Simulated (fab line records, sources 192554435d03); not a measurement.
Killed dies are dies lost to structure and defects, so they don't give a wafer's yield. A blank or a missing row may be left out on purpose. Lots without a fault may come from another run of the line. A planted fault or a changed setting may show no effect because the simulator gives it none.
Chamber matching | flow n5_finfet | N5_FIN_CUT_ETCH_21 on rie_diel-01: 4 sister chambers
The step etches SOC in N2/H2, target depth 219 nm, overetch 43.8 nm, time 523.5 s. 4 wafers are shown with their chamber, then 8 later ones without.

WAFERS WITH THEIR CHAMBER
wafer  | chamber | showerhead_plenum_p_Torr (Torr)
L086.4 | 0       | 2.52
L088.5 | 2       | 2.45
L088.6 | 1       | 2.49
L092.4 | 3       | 2.67

WAFERS WITHOUT THEIR CHAMBER
wafer  | showerhead_plenum_p_Torr (Torr)
L092.5 | 2.67
L092.6 | 2.45
L094.1 | 2.66
L094.4 | 2.45
L094.5 | 2.66
L097.2 | 2.48
L097.3 | 2.44
L097.5 | 2.51

WHICH CHAMBER EACH WENT THROUGH
wafer  | from the rows above     | in truth
L092.5 | 3                       | 3
L092.6 | 2                       | 2
L094.1 | 3                       | 3
L094.4 | 2                       | 2
L094.5 | 3                       | 3
L097.2 | 1                       | 1
L097.3 | 2                       | 2
L097.5 | can't be placed: 0 or 1 | 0
Placed correctly: 7 of 8. Can't be placed from these rows: 1 (the true chamber is among the candidates in 1). Placed wrongly: 0.
How it was worked out, from the rows above alone: a wafer's distance from a chamber is the root of the sum, over the readings, of the square of ((its reading less the chamber's mean) divided by the reading's scatter). The wafer belongs to the nearest chamber; if the next one is less than 2 further off, it can't be placed. A chamber's mean is the mean of its shown wafers. The scatter: with one shown wafer a chamber, the root of the mean of the squares of how far each hidden wafer lies from its nearest shown one.
